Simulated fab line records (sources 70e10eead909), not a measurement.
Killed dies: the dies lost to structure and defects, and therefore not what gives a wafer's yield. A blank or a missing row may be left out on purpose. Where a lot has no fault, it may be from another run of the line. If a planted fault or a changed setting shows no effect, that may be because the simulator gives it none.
8D (eight disciplines) problem report, filled in by code ; flow nandHarc ; the parts of the form that need people (team, actions taken, sign-off) are left out

## 1. PROBLEM STATEMENT
Wafers without a fault read 1.4 %, standard deviation 0.6; sort_bin_2_pct at NHARC_END_SORT_01 reads a mean of 96.2 % on 3 wafers belonging to 2 lots. So: +99 or more standard deviations from the usual mean.
First seen on wafer L865.5, day 22 14:31, on prober-02. At this step, 9 wafers from 3 lots have a number in the record. The rule behind "out" and "out of limits": a value lying over 4 standard deviations away from the usual mean. Any other wafer with a number is counted as sound.

## 2. WHAT IT IS, AND WHAT IT ISN'T
question;is;is not
which readings at this step;sort_bin_2_pct, defectLimitedYield, killedAtArray, killedDies, sortNPass, sortRimYieldPct, sortYieldPct;killedAtOther, killedAtPeriphery, killedOpen, killedShort, sort_bin_3_pct, sort_bin_4_pct
which lots;L865, L867;L863
which wafers of those lots;L865.5, L867.3, L867.5;L865.2, L865.4, L867.6
read on which gauges;prober-01, prober-02;-
when;from day 22 14:31;"up to then (5 sound wafers); but 1 sound wafer of L867 came after"

## 3. WHAT RULES OUT EACH SUSPECT
Counting: if a tool at a process step up to the reading ran every lot that is out, it stays a suspect. Sound lots after the first of them don't rule it out here, since some wafers of a struck lot are sound.
- the gauge at NHARC_END_SORT_01: ruled out. 2 gauges (prober-01, prober-02) read the wafers that are out.
- pecvd-01 at NHARC_A_BONDPAD_DEP_00 (deposits SiCN, target thk 250 nm): kept. It processed each lot that is out (first: L865, day 21 03:50); up to then, its last sound lot is L863 (day 20 17:40). Because NHARC_A_BONDPAD_DEP_00 lacks a start for some lots, the hours and order of its lots are taken from NHARC_A_BONDPAD_ETCH_34.
- ecdCu-02 at NHARC_A_BONDPAD_ECD_18 (material Cu, target thk 400 nm): kept. It processed each lot that is out (first: L865, day 21 05:10); up to then, its last sound lot is L863 (day 20 19:01).
- At NHARC_A_BONDPAD_ECD_18 on ecdCu-02, chamber 1 took the sound wafers of the same lots and chamber 0 took the wafers that are out.
Remaining after the count are pecvd-01 at NHARC_A_BONDPAD_DEP_00 and ecdCu-02 at NHARC_A_BONDPAD_ECD_18.

## 4. THE CAUSE (what the simulator had put in)
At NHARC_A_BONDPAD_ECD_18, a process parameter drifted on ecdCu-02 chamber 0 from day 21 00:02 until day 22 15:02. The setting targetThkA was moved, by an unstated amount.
Counting left 2 suspects, and this tool is among them.

## 5. THE CHAIN OF EFFECTS, in route order
Each row: a reading whose mean over the struck wafers that have a number lies more than 3 standard deviations from the usual. Readings are gone through only where the record gives a usual standard deviation; hours: the median, over the lots, of the time from a lot's start at the first step in this table giving one to that lot's start at this step; sigmas: the change measured in usual standard deviations.
hours;step;reading;usual;on struck wafers;change;sigmas
0;NHARC_END_SORT_01;defectLimitedYield;95.5 %;0.0;-95.5;-68
0;NHARC_END_SORT_01;killedAtArray;26;674;+648;+67
0;NHARC_END_SORT_01;killedDies;31;677;+646;+67
0;NHARC_END_SORT_01;sort_bin_2_pct;1.4 %;96.2;+94.8;+99 or more
0;NHARC_END_SORT_01;sortNPass;646;0;-646;-67
0;NHARC_END_SORT_01;sortRimYieldPct;95.7 %;0.0;-95.7;-37
0;NHARC_END_SORT_01;sortYieldPct;95.5 %;0.0;-95.5;-68

## 6. WHAT WOULD HAVE CAUGHT IT SOONER
38 hours passed between the start of the fault at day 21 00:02 and the first reading out of limits at a measuring or inspecting step in this record, taken at day 22 14:31.
Of the tool readings at NHARC_A_BONDPAD_ECD_18 for which the record gives a usual standard deviation, none was out on any struck wafer, so an alarm limit of 4 standard deviations on them would not have fired.
Each of the lots that are out, 2 in all, had begun NHARC_A_BONDPAD_ECD_18 on ecdCu-02 no later than day 22 14:31. Had the tool been put on hold then, not one of them would have been saved.
